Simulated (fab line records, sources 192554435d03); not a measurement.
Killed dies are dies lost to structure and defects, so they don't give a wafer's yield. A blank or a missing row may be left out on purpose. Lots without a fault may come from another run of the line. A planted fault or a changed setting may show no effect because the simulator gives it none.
Chamber matching | flow n5_finfet | N5_STI_FIN_REVEAL_STRIP_24 on rie_diel-04: 4 sister chambers
The step strips in N2/H2, time 90 s. 4 wafers are shown with their chamber, then 11 later ones without.

WAFERS WITH THEIR CHAMBER
wafer  | chamber | drypump_motor_current_A (A)
L083.2 | 2       | 4.9
L085.2 | 1       | 6.3
L085.3 | 0       | 5.8
L086.3 | 3       | 6.6

WAFERS WITHOUT THEIR CHAMBER
wafer  | drypump_motor_current_A (A)
L086.4 | 6.4
L086.5 | 4.9
L092.1 | 6.6
L092.4 | 4.9
L092.6 | 6.4
L095.2 | 4.9
L095.3 | 6.4
L095.5 | 5.8
L096.2 | 6.4
L096.3 | 4.9
L096.4 | 5.8

WHICH CHAMBER EACH WENT THROUGH
wafer  | from the rows above     | in truth
L086.4 | can't be placed: 1 or 3 | 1
L086.5 | 2                       | 2
L092.1 | 3                       | 3
L092.4 | 2                       | 2
L092.6 | can't be placed: 1 or 3 | 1
L095.2 | 2                       | 2
L095.3 | can't be placed: 1 or 3 | 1
L095.5 | 0                       | 0
L096.2 | can't be placed: 1 or 3 | 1
L096.3 | 2                       | 2
L096.4 | 0                       | 0
Placed correctly: 7 of 11. Can't be placed from these rows: 4 (the true chamber is among the candidates in 4). Placed wrongly: 0.
How it was worked out, from the rows above alone: a wafer's distance from a chamber is the root of the sum, over the readings, of the square of ((its reading less the chamber's mean) divided by the reading's scatter). The wafer belongs to the nearest chamber; if the next one is less than 2 further off, it can't be placed. A chamber's mean is the mean of its shown wafers. The scatter: with one shown wafer a chamber, the root of the mean of the squares of how far each hidden wafer lies from its nearest shown one.
